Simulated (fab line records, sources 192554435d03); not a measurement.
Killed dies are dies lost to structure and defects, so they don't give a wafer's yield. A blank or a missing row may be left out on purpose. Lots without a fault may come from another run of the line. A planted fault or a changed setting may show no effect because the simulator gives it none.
fab line records | flow n5_finfet
record lots=24 wafers=72 last_day=17
route steps=1938 shown BEOL_M12@1643 BEOL_M13@1672 BEOL_M14@1716
lots that met no fault: from a run of the same line without faults
start_h: hours from the record's first day to the start of the lot's first wafer shown | wait_h: hours since the lot's step before | " the same as in the row above | L1.1+2: a row that stands for several wafers | - no value, or no start given | * or withheld: withheld | < > ~ a bound
route shown NAME@n: a module of which the file shows steps, and the number in the route of the first | usual: mean/standard deviation of fault-free wafers | same: alike in all rows | chamber/n: place in a boat | sites: the reading at each site | _std_site: their standard deviation | _edge_site: outer sites' mean less inner sites' | radius_mm: how far each site lies from the wafer's centre | mask NAME#n: copy n | behind: the tool/chamber that last shaped the wafer | hold: why the lot was held/for how many hours/how that ended | device: the transistor (n, p or np) that didn't switch | end of line: the same wafers' tests at the end of the route | a step without rows: its recipe alone | killed: dies lost to structure and defects at the first sort, not the wafer's yield | map: a wafer's dies, x killed, . not, _ none there
set.NAME: the setting as run; set.NAME@STEP: as run at that earlier step | model.NAME: the simulator's own value behind a step, which no gauge read
steps of the route over a sample of lots; a table a step, a row a wafer
services: from which hour (start_h, from the record's first day; less than 0 if before it) a tool's chamber was out of use, for how many hours, and why
## steps
# step N5_BEOL_M12_ETCH_38
# recipe chemistry=CF4/N2 target=SiCN target_depth_a=687 taper_deg=2 time_s=73.4 ion_energy_ev=150 mask_material=SiO2 pressure_mtorr=40 source_w=430 bias_w=70 Ar_flow_sccm=100 cf4_flow_sccm=60 n2_flow_sccm=60
# usual drypump_motor_current_A=5.65/0.28 oes_product_au=0.81/0.11 rf_vpp_V=382.1/1.8 showerhead_plenum_p_Torr=2.20/0.069 throttle_valve_pct=15.44/0.29
# columns lot.wafer tool chamber start_h wait_h drypump_motor_current_A oes_product_au rf_hours_counter_h rf_vpp_V showerhead_plenum_p_Torr throttle_valve_pct
L076.1 rie_diel-02 1 242.84 - 5.86 0.70 231 383.3 2.27 15.74
L076.2 " 3 " " 5.57 0.71 231 381.4 2.17 15.97
L076.5 " 3 " " 5.59 0.72 - 382.0 2.17 15.99
L074.2 rie_diel-06 0 245.66 - 5.79 0.73 200 383.2 2.28 15.60
L074.3 " 2 " " 6.25 0.92 17 384.6 2.35 15.28
L074.5 " 0 " " 5.79 0.73 - 384.3 2.28 15.62
L075.2 rie_diel-02 3 250.65 - 5.57 0.72 235 382.1 2.17 15.97
L075.3 " 0 " " 5.57 0.66 242 382.3 2.18 15.54
L075.4 " 3 " " 5.58 0.72 - 383.0 2.17 15.98
L077.1 rie_diel-06 1 259.81 - 5.44 0.70 235 382.3 2.18 15.85
L077.2 " 0 " " 5.79 0.73 206 383.7 2.27 15.62
L077.3 " 2 " " 6.26 0.92 23 385.3 2.35 15.29
L078.2 rie_diel-02 3 265.02 - 5.55 0.71 241 381.2 2.17 16.00
L078.3 " 0 " " 5.54 0.66 245 381.7 2.18 15.53
L078.6 " 3 " " 5.55 0.71 - 381.4 2.17 15.98
L079.1 rie_diel-02 0 271.70 - 5.58 0.66 247 382.5 2.18 15.54
L079.4 " 3 " " 5.57 0.72 243 382.0 2.17 15.98
L079.5 " 0 " " 5.55 0.66 - 382.3 2.18 15.53
L080.2 rie_diel-03 1 275.48 - 5.29 0.69 227 383.4 2.26 15.56
L080.3 " 3 " " 5.92 0.82 85 384.4 2.31 15.35
L080.6 " 1 " " 5.30 0.70 - 383.4 2.26 15.55
L081.1 rie_diel-03 1 284.37 - 5.25 0.69 231 383.8 2.26 15.56
L081.3 " 0 " " 5.56 0.74 189 380.1 2.11 15.58
L081.6 " 0 " " 5.53 0.74 - 379.8 2.11 15.57
L083.1 rie_diel-03 1 292.65 - 5.28 0.68 234 383.8 2.26 15.57
L083.2 " 3 " " 5.91 0.81 92 386.5 2.31 15.36
L083.6 " 1 " " 5.28 0.69 - 384.0 2.26 15.56
L082.2 rie_diel-06 1 293.19 - 5.41 0.69 247 380.9 2.18 15.86
L082.3 " 3 " " 5.17 0.70 208 379.6 2.09 15.30
L082.5 " 3 " " 5.20 0.70 - 379.2 2.09 15.31
L084.2 rie_diel-03 2 298.35 - 6.13 0.95 3 381.5 2.18 14.99
L084.3 " 3 " " 5.92 0.80 95 383.3 2.31 15.35
L084.6 " 3 " " 5.93 0.81 - 383.9 2.31 15.36
L085.1 rie_diel-02 0 321.31 - 5.63 0.95 3 382.0 2.18 15.10
L085.2 " 2 " " 5.36 0.95 24 382.8 2.17 15.07
L085.3 " 3 " " 5.58 0.69 265 380.3 2.16 16.03
L086.3 rie_diel-02 0 321.41 - 5.59 0.95 3 380.3 2.18 15.09
L086.5 " 2 " " 5.36 0.95 - 380.3 2.17 15.08
L086.6 " 3 " " 5.55 0.70 - 381.7 2.16 16.02
L088.1 rie_diel-02 0 321.54 - 5.61 0.95 3 382.0 2.18 15.10
L088.4 " 2 " " 5.38 0.96 - 383.0 2.17 15.08
L088.5 " 3 " " 5.57 0.71 - 381.4 2.16 16.05
L091.2 rie_diel-06 0 324.97 - 5.81 0.70 232 384.2 2.27 15.67
L091.3 " 3 " " 5.22 0.71 222 378.6 2.09 15.33
L091.6 " 3 " " 5.21 0.71 - 378.1 2.09 15.34
L087.3 rie_diel-03 2 329.16 - 6.12 0.91 12 381.1 2.17 15.02
L087.4 " 0 " " 5.55 0.74 204 379.9 2.10 15.58
L087.5 " 3 " " 5.92 0.79 - 384.4 2.31 15.37
L090.3 rie_diel-02 1 333.67 - 5.87 1.04 0 383.4 2.26 15.27
L090.4 " 1 " " 5.85 1.04 - 382.4 2.26 15.27
L090.5 " 0 " " 5.58 0.93 - 381.5 2.17 15.11
L089.1 rie_diel-03 0 335.03 - 5.52 0.73 207 378.9 2.10 15.61
L089.2 " 2 " " 6.12 0.89 15 382.5 2.17 15.01
L089.6 " 0 " " 5.52 0.73 - 380.1 2.10 15.63
L094.1 rie_diel-02 3 357.20 - 5.56 1.00 2 380.9 2.16 15.54
L094.2 " 0 " " 5.65 0.89 21 380.7 2.17 15.14
L094.4 " 1 " " 5.88 0.95 11 384.5 2.25 15.28
L092.1 rie_diel-03 0 360.17 - 5.53 0.72 216 380.0 2.10 15.64
L092.2 " 1 " " 5.30 1.00 1 382.0 2.25 15.07
L092.5 " 3 " " 5.91 0.78 - 383.9 2.30 15.41
L093.1 rie_diel-03 2 360.83 - 6.13 0.88 25 382.4 2.17 15.02
L093.2 " 3 " " 5.90 0.78 116 384.7 2.30 15.41
L093.5 " 3 " " 5.91 0.78 - 384.7 2.30 15.40
L095.1 rie_diel-02 3 361.07 - 5.55 0.99 3 381.4 2.16 15.53
L095.3 " 0 " " 5.64 0.88 23 379.8 2.17 15.15
L095.6 " 0 " " 5.69 0.89 - 383.0 2.17 15.13
L097.1 rie_diel-06 2 373.42 - 6.26 0.85 63 386.7 2.34 15.36
L097.4 " 2 " " 6.27 0.85 - 384.9 2.34 15.38
L097.6 " 3 " " 5.22 0.69 - 378.7 2.08 15.38
L096.2 rie_diel-02 1 374.47 - 5.84 0.94 18 382.7 2.25 15.30
L096.5 " 3 " " 5.57 0.96 - 380.9 2.16 15.56
L096.6 " 0 " " 5.57 0.87 - 382.0 2.17 15.15
# step N5_BEOL_M12_DEP_53
# recipe material=SiCN target_thk_a=300 temp_c=withheld precursor=3MS/NH3 pressure_torr=3 rf_w=675 time_s=10.5
# usual showerhead_plenum_p_Torr=4.160/0.017 throttle_valve_pct=18.4/0.75
# columns lot.wafer tool chamber start_h wait_h showerhead_plenum_p_Torr throttle_valve_pct
L076.1 pecvd-03 0 244.88 0.0 4.176 19.4
L076.2 " 2 " " 4.163 17.6
L076.5 " 0 " " 4.168 19.6
L074.2 pecvd-03 0 247.43 0.0 4.162 19.5
L074.3 " 1 " " 4.152 18.6
L074.5 " 0 " " 4.165 19.8
L075.2 pecvd-04 1 252.24 0.0 4.194 17.8
L075.3 " 0 " " 4.129 18.6
L075.4 " 1 " " 4.196 17.9
L077.1 pecvd-01 0 261.30 0.0 4.134 19.3
L077.2 " 1 " " 4.156 17.5
L077.3 " 2 " " 4.168 18.5
L078.2 pecvd-03 2 266.56 0.0 4.143 17.4
L078.3 " 0 " " 4.169 19.6
L078.6 " 1 " " 4.170 18.7
L079.1 pecvd-03 1 275.26 0.0 4.167 18.6
L079.4 " 0 " " 4.161 19.4
L079.5 " 1 " " 4.172 18.5
L080.2 pecvd-01 1 276.98 0.0 4.149 17.5
L080.3 " 0 " " 4.152 19.0
L080.6 " 1 " " 4.151 17.5
L081.1 pecvd-01 2 286.41 0.0 4.159 18.0
L081.3 " 0 " " 4.154 19.0
L081.6 " 0 " " 4.135 19.0
L083.1 pecvd-03 2 294.58 0.0 4.149 17.5
L083.2 " 1 " " 4.169 18.6
L083.6 " 1 " " 4.174 18.5
L082.2 pecvd-04 1 294.85 0.0 4.213 18.0
L082.3 " 1 " " 4.202 17.9
L082.5 " 0 " " 4.128 18.5
L084.2 pecvd-03 2 300.01 0.0 4.158 17.4
L084.3 " 1 " " 4.168 18.6
L084.6 " 2 " " 4.150 17.6
L085.1 pecvd-01 0 323.03 0.0 4.155 19.1
L085.2 " 2 " " 4.166 18.3
L085.3 " 1 " " 4.157 17.6
L086.3 pecvd-01 2 323.48 0.0 4.169 18.1
L086.5 " 1 " " 4.167 17.4
L086.6 " 0 " " 4.144 19.3
L088.1 pecvd-03 1 323.91 0.0 4.166 18.5
L088.4 " 2 " " 4.162 17.7
L088.5 " 2 " " 4.164 17.4
L091.2 pecvd-04 1 326.40 0.0 4.185 17.9
L091.3 " 2 " " 4.133 19.0
L091.6 " 0 " " 4.130 18.7
L087.3 pecvd-03 1 330.57 0.0 4.176 18.6
L087.4 " 2 " " 4.152 17.7
L087.5 " 2 " " 4.162 17.6
L090.3 pecvd-03 2 335.47 0.0 4.153 17.3
L090.4 " 1 " " 4.176 18.8
L090.5 " 0 " " 4.167 19.6
L089.1 pecvd-04 1 337.26 0.0 4.198 17.9
L089.2 " 2 " " 4.134 19.3
L089.6 " 1 " " 4.191 17.9
L094.1 pecvd-03 2 358.83 0.0 4.154 17.5
L094.2 " 1 " " 4.175 18.8
L094.4 " 1 " " 4.157 18.8
L092.1 pecvd-01 0 361.77 0.0 4.150 19.0
L092.2 " 1 " " 4.161 17.8
L092.5 " 2 " " 4.165 18.3
L093.1 pecvd-03 1 362.29 0.0 4.176 18.9
L093.2 " 0 " " 4.167 19.7
L093.5 " 1 " " 4.159 18.7
L095.1 pecvd-03 1 362.68 0.0 4.173 18.5
L095.3 " 2 " " 4.144 17.9
L095.6 " 1 " " 4.173 18.6
L097.1 pecvd-01 1 374.91 0.0 4.146 17.6
L097.4 " 1 " " 4.159 17.5
L097.6 " 2 " " 4.167 18.0
L096.2 pecvd-01 2 376.56 0.0 4.173 18.4
L096.5 " 1 " " 4.153 17.6
L096.6 " 0 " " 4.144 19.0
# step N5_BEOL_M13_DESCUM_15
# recipe chemistry=O2 time_s=7.9 source_power_w=50 bias_power_w=20 pressure_mtorr=20 rf_frequency_hz=2.712e+07 temp_c=40 o2_flow_sccm=225
# usual drypump_motor_current_A=5.8/0.43 oes_product_au=0.78/0.065 rf_vpp_V=243.1/1.5 showerhead_plenum_p_Torr=2.10/0.072 throttle_valve_pct=20.40/0.21
# columns lot.wafer tool chamber start_h wait_h drypump_motor_current_A oes_product_au rf_hours_counter_h rf_vpp_V showerhead_plenum_p_Torr throttle_valve_pct
L076.1 rie_diel-01 2 245.66 0.1 5.1 0.78 128 239.7 2.03 20.64
L076.2 " 1 " " 6.4 0.83 86 241.0 2.02 20.09
L076.5 " 1 " " 6.3 0.82 - 242.3 2.02 20.08
L074.2 rie_diel-04 2 248.28 0.0 5.6 0.89 33 244.6 2.22 20.06
L074.3 " 3 " " 5.7 0.91 19 244.3 2.25 20.40
L074.5 " 1 " " 5.8 0.84 - 245.2 2.21 20.50
L075.2 rie_diel-01 1 252.92 0.0 6.4 0.82 88 243.0 2.02 20.08
L075.3 " 3 " " 6.0 0.75 177 244.3 2.09 20.33
L075.4 " 1 " " 6.3 0.81 - 242.9 2.02 20.08
L077.1 rie_diel-04 0 261.97 0.0 5.1 0.75 182 242.0 2.08 20.37
L077.2 " 3 " " 5.7 0.89 24 245.5 2.24 20.39
L077.3 " 1 " " 5.8 0.83 76 244.7 2.21 20.51
L078.2 rie_diel-01 1 267.26 0.1 6.3 0.81 94 242.0 2.01 20.11
L078.3 " 3 " " 6.0 0.76 181 242.2 2.08 20.34
L078.6 " 2 " " 5.1 0.77 - 241.8 2.03 20.64
L079.1 rie_diel-01 0 276.30 0.3 6.1 0.72 212 245.1 2.16 20.46
L079.4 " 1 " " 6.3 0.80 - 241.6 2.01 20.12
L079.5 " 0 " " 6.1 0.71 - 244.3 2.16 20.46
L080.2 rie_diel-01 2 278.15 0.5 5.2 0.76 138 242.8 2.03 20.64
L080.3 " 0 " " 6.1 0.71 213 243.9 2.16 20.48
L080.6 " 0 " " 6.1 0.72 - 242.7 2.16 20.47
L081.1 rie_diel-01 1 287.49 0.3 6.3 0.79 101 242.1 2.01 20.12
L081.3 " 3 " " 6.0 0.75 187 243.3 2.08 20.36
L081.6 " 2 " " 5.2 0.77 - 242.0 2.02 20.65
L083.1 rie_diel-01 0 295.25 0.0 6.1 0.71 219 244.0 2.16 20.48
L083.2 " 2 " " 5.1 0.76 143 242.6 2.02 20.65
L083.6 " 2 " " 5.1 0.76 - 242.7 2.02 20.67
L082.2 rie_diel-04 1 295.63 0.1 5.8 0.82 86 245.3 2.20 20.51
L082.3 " 0 " " 5.1 0.73 192 244.6 2.08 20.39
L082.5 " 0 " " 5.1 0.73 - 242.8 2.07 20.37
L084.2 rie_diel-01 2 300.86 0.0 5.1 0.76 145 240.4 2.02 20.67
L084.3 " 0 " " 6.1 0.70 221 244.0 2.16 20.48
L084.6 " 1 " " 6.4 0.79 - 242.0 2.01 20.11
L085.1 rie_diel-05 1 323.76 0.0 6.1 0.74 155 241.1 2.01 20.61
L085.2 " 2 " " 5.3 0.75 153 242.8 2.10 20.69
L085.3 " 0 " " 5.9 0.86 56 244.1 2.14 20.53
L086.3 rie_diel-05 2 324.15 0.0 5.3 0.75 153 243.8 2.10 20.69
L086.5 " 0 " " 5.9 0.85 - 242.2 2.14 20.50
L086.6 " 1 " " 6.1 0.74 - 241.9 2.01 20.60
L088.1 rie_diel-01 1 324.72 0.0 6.4 0.79 112 241.2 2.01 20.14
L088.4 " 2 " " 5.1 0.76 152 240.8 2.02 20.65
L088.5 " 0 " " 6.1 0.71 - 243.2 2.16 20.48
L091.2 rie_diel-05 2 327.07 0.0 5.3 0.75 154 242.1 2.09 20.71
L091.3 " 0 " " 5.9 0.85 57 243.6 2.14 20.50
L091.6 " 1 " " 6.1 0.74 - 240.1 2.01 20.61
L087.3 rie_diel-04 1 331.24 0.0 5.8 0.81 96 246.3 2.20 20.55
L087.4 " 2 " " 5.6 0.85 52 244.2 2.21 20.07
L087.5 " 1 " " 5.9 0.80 - 244.1 2.20 20.55
L090.3 rie_diel-04 2 336.26 0.0 5.6 0.85 53 245.5 2.21 20.10
L090.4 " 3 " " 5.7 0.85 46 244.2 2.24 20.42
L090.5 " 1 " " 5.9 0.80 - 246.0 2.20 20.52
L089.1 rie_diel-05 3 338.55 0.5 6.2 0.96 10 244.3 2.13 19.98
L089.2 " 0 " " 5.9 0.86 61 243.3 2.14 20.51
L089.6 " 3 " " 6.2 0.96 - 244.0 2.13 19.98
L094.1 rie_diel-01 1 359.50 0.0 6.3 0.78 123 241.8 2.00 20.15
L094.2 " 2 " " 5.2 0.76 160 240.6 2.02 20.67
L094.4 " 0 " " 6.1 0.69 240 244.6 2.15 20.51
L092.1 rie_diel-05 1 362.56 0.0 6.1 0.73 166 241.6 2.01 20.63
L092.2 " 3 " " 6.2 0.93 18 244.0 2.12 19.99
L092.5 " 2 " " 5.3 0.74 - 242.4 2.09 20.73
L093.1 rie_diel-01 2 363.08 0.0 5.1 0.75 161 241.9 2.02 20.67
L093.2 " 0 " " 6.0 0.70 240 244.2 2.15 20.51
L093.5 " 3 " " 6.0 0.72 - 243.2 2.07 20.39
L095.1 rie_diel-01 1 363.38 0.1 6.3 0.77 124 242.0 2.00 20.15
L095.3 " 0 " " 6.1 0.69 240 244.1 2.15 20.50
L095.6 " 0 " " 6.1 0.69 - 244.5 2.15 20.51
L097.1 rie_diel-04 1 375.96 0.4 5.9 0.79 113 245.4 2.19 20.57
L097.4 " 1 " " 5.8 0.79 - 245.1 2.19 20.56
L097.6 " 0 " " 5.1 0.72 - 243.2 2.07 20.42
L096.2 rie_diel-01 0 377.41 0.1 6.1 0.69 245 245.3 2.15 20.51
L096.5 " 3 " " 6.0 0.73 - 244.2 2.07 20.39
L096.6 " 2 " " 5.2 0.75 - 241.2 2.02 20.68
# step N5_BEOL_M13_SPUTTER_45
# recipe material=Cu target_thk_a=800 temp_c=-20 bias_v=60 power_w=26000 chamber_pressure_pa=0.13 time_s=13.33
# usual chuck_gas_flow_sccm=1.27/0.053 throttle_valve_pct=30.1/0.64
# columns lot.wafer tool chamber start_h wait_h chuck_gas_flow_sccm throttle_valve_pct
L076.1 pvd_sputter-02 - 248.43 0.0 1.24 29.2
L076.2 " - " " 1.31 30.0
L076.5 " - " " 1.21 30.0
L074.2 pvd_sputter-02 - 250.91 0.0 1.29 30.1
L074.3 " - " " 1.24 30.6
L074.5 " - " " 1.11 30.3
L075.2 pvd_sputter-03 - 255.52 0.0 1.34 30.4
L075.3 " - " " 1.19 30.2
L075.4 " - " " 1.25 28.9
L077.1 pvd_sputter-03 - 268.36 0.0 1.30 30.8
L077.2 " - " " 1.19 30.6
L077.3 " - " " 1.37 30.0
L078.2 pvd_sputter-02 - 271.53 0.0 1.30 30.8
L078.3 " - " " 1.31 30.2
L078.6 " - " " 1.30 30.2
L079.1 pvd_sputter-03 - 278.48 0.0 1.24 30.5
L079.4 " - " " 1.28 30.5
L079.5 " - " " 1.17 30.5
L080.2 pvd_sputter-01 - 282.37 0.0 1.25 29.4
L080.3 " - " " 1.30 30.6
L080.6 " - " " 1.26 30.5
L081.1 pvd_sputter-03 - 292.89 0.0 1.23 30.6
L081.3 " - " " 1.26 29.9
L081.6 " - " " 1.20 30.7
L083.1 pvd_sputter-01 - 297.68 0.0 1.35 29.9
L083.2 " - " " 1.24 30.6
L083.6 " - " " 1.29 29.8
L082.2 pvd_sputter-01 - 298.90 0.0 1.33 30.4
L082.3 " - " " 1.26 30.7
L082.5 " - " " 1.29 29.3
L084.2 pvd_sputter-03 - 304.44 0.0 1.40 30.7
L084.3 " - " " 1.33 29.9
L084.6 " - " " 1.38 30.7
L085.1 pvd_sputter-01 - 329.65 0.0 1.37 29.7
L085.2 " - " " 1.20 30.2
L085.3 " - " " 1.37 29.6
L086.3 pvd_sputter-02 - 330.03 0.0 1.29 29.2
L086.5 " - " " 1.23 29.3
L086.6 " - " " 1.21 30.7
L088.1 pvd_sputter-01 - 330.05 0.0 1.22 30.7
L088.4 " - " " 1.35 29.8
L088.5 " - " " 1.29 29.7
L091.2 pvd_sputter-01 - 330.49 0.0 1.29 29.7
L091.3 " - " " 1.24 30.2
L091.6 " - " " 1.30 30.6
L087.3 pvd_sputter-01 - 333.45 0.0 1.24 29.6
L087.4 " - " " 1.27 30.2
L087.5 " - " " 1.31 30.8
L090.3 pvd_sputter-01 - 340.09 0.0 1.29 30.8
L090.4 " - " " 1.27 29.7
L090.5 " - " " 1.31 30.0
L089.1 pvd_sputter-02 - 342.85 0.0 1.26 29.3
L089.2 " - " " 1.31 30.2
L089.6 " - " " 1.31 29.0
L094.1 pvd_sputter-01 - 363.47 0.0 1.20 30.4
L094.2 " - " " 1.29 30.0
L094.4 " - " " 1.40 29.5
L092.1 pvd_sputter-03 - 364.92 0.0 1.19 30.8
L092.2 " - " " 1.23 30.4
L092.5 " - " " 1.30 30.8
L095.1 pvd_sputter-03 - 368.34 0.0 1.22 30.8
L095.3 " - " " 1.30 30.0
L095.6 " - " " 1.23 30.9
L093.1 pvd_sputter-02 - 368.40 0.0 1.26 30.4
L093.2 " - " " 1.22 29.1
L093.5 " - " " 1.28 30.7
L096.2 pvd_sputter-03 - 381.06 0.0 1.28 28.5
L096.5 " - " " 1.25 28.6
L096.6 " - " " 1.32 29.8
L097.1 pvd_sputter-03 - 382.16 0.0 1.27 30.0
L097.4 " - " " 1.24 30.6
L097.6 " - " " 1.35 30.4
# step N5_BEOL_M13_INSPECT_55
# recipe inspect_instrument=darkfield mode=post_dep
# usual raw_defect_count=65/21
# columns lot.wafer tool chamber start_h wait_h raw_defect_count
L076.1 defect_inspect-02 - 249.48 0.0 51
L076.2 " - " " 41
L076.5 " - " " 53
L074.2 defect_inspect-02 - 252.16 0.0 104
L074.3 " - " " 95
L074.5 " - " " 51
L075.2 defect_inspect-02 - 257.07 0.0 67
L075.3 " - " " 71
L075.4 " - " " 53
L077.1 defect_inspect-01 - 269.38 0.0 70
L077.2 " - " " 66
L077.3 " - " " 46
L078.2 defect_inspect-01 - 272.56 0.0 86
L078.3 " - " " 83
L078.6 " - " " 97
L079.1 defect_inspect-02 - 279.66 0.0 50
L079.4 " - " " 92
L079.5 " - " " 49
L080.2 defect_inspect-01 - 283.40 0.0 69
L080.3 " - " " 44
L080.6 " - " " 78
L081.1 defect_inspect-02 - 293.92 0.0 59
L081.3 " - " " 44
L081.6 " - " " 37
L083.1 defect_inspect-02 - 298.70 0.0 76
L083.2 " - " " 72
L083.6 " - " " 49
L082.2 defect_inspect-02 - 299.95 0.0 72
L082.3 " - " " 72
L082.5 " - " " 62
L084.2 defect_inspect-01 - 305.47 0.0 37
L084.3 " - " " 86
L084.6 " - " " 43
L085.1 defect_inspect-01 - 330.91 0.0 40
L085.2 " - " " 66
L085.3 " - " " 73
L086.3 defect_inspect-02 - 331.63 0.0 73
L086.5 " - " " 54
L086.6 " - " " 93
L088.1 defect_inspect-01 - 331.74 0.0 61
L088.4 " - " " 52
L088.5 " - " " 53
L091.2 defect_inspect-01 - 332.29 0.0 78
L091.3 " - " " 79
L091.6 " - " " 27
L087.3 defect_inspect-01 - 334.47 0.0 54
L087.4 " - " " 66
L087.5 " - " " 70
L090.3 defect_inspect-02 - 341.12 0.0 105
L090.4 " - " " 77
L090.5 " - " " 90
L089.1 defect_inspect-01 - 344.01 0.0 82
L089.2 " - " " 60
L089.6 " - " " 55
L094.1 defect_inspect-01 - 364.52 0.0 57
L094.2 " - " " 26
L094.4 " - " " 58
L092.1 defect_inspect-02 - 366.20 0.0 151
L092.2 " - " " 60
L092.5 " - " " 65
L095.1 defect_inspect-01 - 369.37 0.0 60
L095.3 " - " " 38
L095.6 " - " " 92
L093.1 defect_inspect-02 - 369.42 0.0 107
L093.2 " - " " 69
L093.5 " - " " 97
L096.2 defect_inspect-01 - 382.24 0.0 33
L096.5 " - " " 55
L096.6 " - " " 40
L097.1 defect_inspect-01 - 383.18 0.0 47
L097.4 " - " " 57
L097.6 " - " " 46
# step N5_BEOL_M14_ILD_DEP_00
# recipe material=SiO2 target_thk_a=11193 temp_c=400 precursor=TEOS/O2 pressure_torr=6.5 rf_w=900 teos_flow_sccm=161.4 gas=O2 flow_sccm=2650 time_s=237.4
# usual heater_power_w=542/83 showerhead_plenum_p_Torr=8.35/0.037 throttle_valve_pct=18.8/0.81
# columns lot.wafer tool chamber start_h wait_h heater_power_w showerhead_plenum_p_Torr throttle_valve_pct
L076.1 pecvd-04 1 249.52 0.0 400 8.41 18.5
L076.2 " 0 " " 523 8.29 19.3
L076.5 " 1 " " 495 8.40 18.5
L074.2 pecvd-01 0 252.20 0.0 626 8.31 19.8
L074.3 " 2 " " 582 8.36 18.5
L074.5 " 2 " " 448 8.36 18.5
L075.2 pecvd-01 1 257.10 0.0 639 8.32 18.0
L075.3 " 2 " " 529 8.36 18.6
L075.4 " 2 " " 579 8.35 18.7
L077.1 pecvd-02 1 269.42 0.0 572 8.31 19.8
L077.2 " 2 " " 696 8.40 17.3
L077.3 " 0 " " 598 8.43 17.7
L078.2 pecvd-01 0 272.59 0.0 536 8.33 19.9
L078.3 " 1 " " 582 8.35 18.1
L078.6 " 0 " " 603 8.32 19.8
L079.1 pecvd-02 1 279.70 0.0 574 8.33 19.8
L079.4 " 2 " " 557 8.38 17.4
L079.5 " 0 " " 587 8.41 18.2
L080.2 pecvd-02 2 283.43 0.0 691 8.40 17.4
L080.3 " 1 " " 487 8.34 19.6
L080.6 " 0 " " 461 8.38 17.8
L081.1 pecvd-01 1 293.96 0.0 601 8.33 18.1
L081.3 " 2 " " 588 8.34 18.9
L081.6 " 2 " " 451 8.37 18.2
L083.1 pecvd-01 2 298.74 0.0 476 8.36 18.8
L083.2 " 1 " " 661 8.34 18.3
L083.6 " 1 " " 519 8.35 18.0
L082.2 pecvd-02 2 299.99 0.0 605 8.38 17.5
L082.3 " 1 " " 576 8.33 19.6
L082.5 " 0 " " 466 8.39 17.8
L084.2 pecvd-01 0 305.50 0.0 526 8.30 19.8
L084.3 " 0 " " 608 8.31 19.5
L084.6 " 1 " " 508 8.33 18.3
L085.1 pecvd-02 0 330.95 0.0 557 8.39 18.1
L085.2 " 1 " " 502 8.33 19.6
L085.3 " 2 " " 641 8.39 17.7
L086.3 pecvd-01 2 331.67 0.0 536 8.37 18.7
L086.5 " 2 " " 579 8.36 18.8
L086.6 " 1 " " 640 8.32 18.4
L088.1 pecvd-02 1 331.77 0.0 584 8.33 19.9
L088.4 " 2 " " 678 8.39 17.7
L088.5 " 1 " " 461 8.31 20.0
L091.2 pecvd-02 2 332.33 0.0 709 8.39 17.7
L091.3 " 1 " " 522 8.32 20.0
L091.6 " 0 " " 461 8.41 18.2
L087.3 pecvd-04 2 334.51 0.0 479 8.32 19.7
L087.4 " 1 " " 365 8.40 18.4
L087.5 " 0 " " 532 8.31 19.2
L090.3 pecvd-01 0 341.15 0.0 587 8.35 19.8
L090.4 " 1 " " 609 8.34 18.3
L090.5 " 0 " " 641 8.31 19.4
L089.1 pecvd-04 0 344.05 0.0 490 8.31 18.8
L089.2 " 2 " " 399 8.29 19.7
L089.6 " 2 " " 469 8.30 19.6
L094.1 pecvd-04 2 364.55 0.0 438 8.31 19.5
L094.2 " 1 " " 382 8.42 18.4
L094.4 " 0 " " 413 8.29 19.1
L092.1 pecvd-01 1 366.24 0.0 642 8.32 18.4
L092.2 " 0 " " 570 8.31 19.6
L092.5 " 0 " " 625 8.34 19.9
L095.1 pecvd-02 2 369.40 0.0 597 8.39 17.7
L095.3 " 1 " " 573 8.34 19.8
L095.6 " 0 " " 620 8.40 17.9
L093.1 pecvd-04 1 369.46 0.0 489 8.40 18.3
L093.2 " 0 " " 518 8.30 19.1
L093.5 " 2 " " 376 8.32 19.6
L096.2 pecvd-04 1 382.28 0.0 443 8.38 18.5
L096.5 " 0 " " 535 8.31 19.1
L096.6 " 1 " " 480 8.39 18.3
L097.1 pecvd-04 2 383.22 0.0 472 8.30 19.7
L097.4 " 0 " " 518 8.30 19.3
L097.6 " 2 " " 504 8.32 19.6
## services
# columns tool chamber start_h hours kind
rie_diel-03 3 225.89 3.9 repair
pecvd-03 1 230.40 2.1 scheduled_down
pecvd-04 0 233.51 2.1 scheduled_down
rie_diel-04 2 233.69 4.1 repair
pecvd-04 1 236.22 5.5 scheduled_down
pecvd-04 2 241.68 16.5 scheduled_down
rie_diel-02 2 241.87 - clean
rie_diel-02 2 241.87 - consumable_replace:focus_ring
rie_diel-02 2 241.87 24.2 scheduled_down
rie_diel-04 2 252.40 19.3 repair
pecvd-04 1 277.93 6.6 repair
rie_diel-06 2 279.68 6.7 repair
pecvd-01 1 285.45 3.6 repair
pecvd-03 - 288.28 0.2 repair
pecvd-01 2 301.67 5.5 scheduled_down
pecvd-03 - 308.06 5.5 pm
pecvd-02 - 314.19 0.9 repair
pecvd-03 0 320.82 12.4 repair
rie_diel-01 2 332.04 7.0 repair
rie_diel-04 0 346.38 11.2 repair
pecvd-04 - 348.77 4.3 pm
rie_diel-03 - 355.55 2.2 repair
rie_diel-04 3 371.15 9.9 repair
rie_diel-01 2 377.93 5.7 repair
## key
fault none
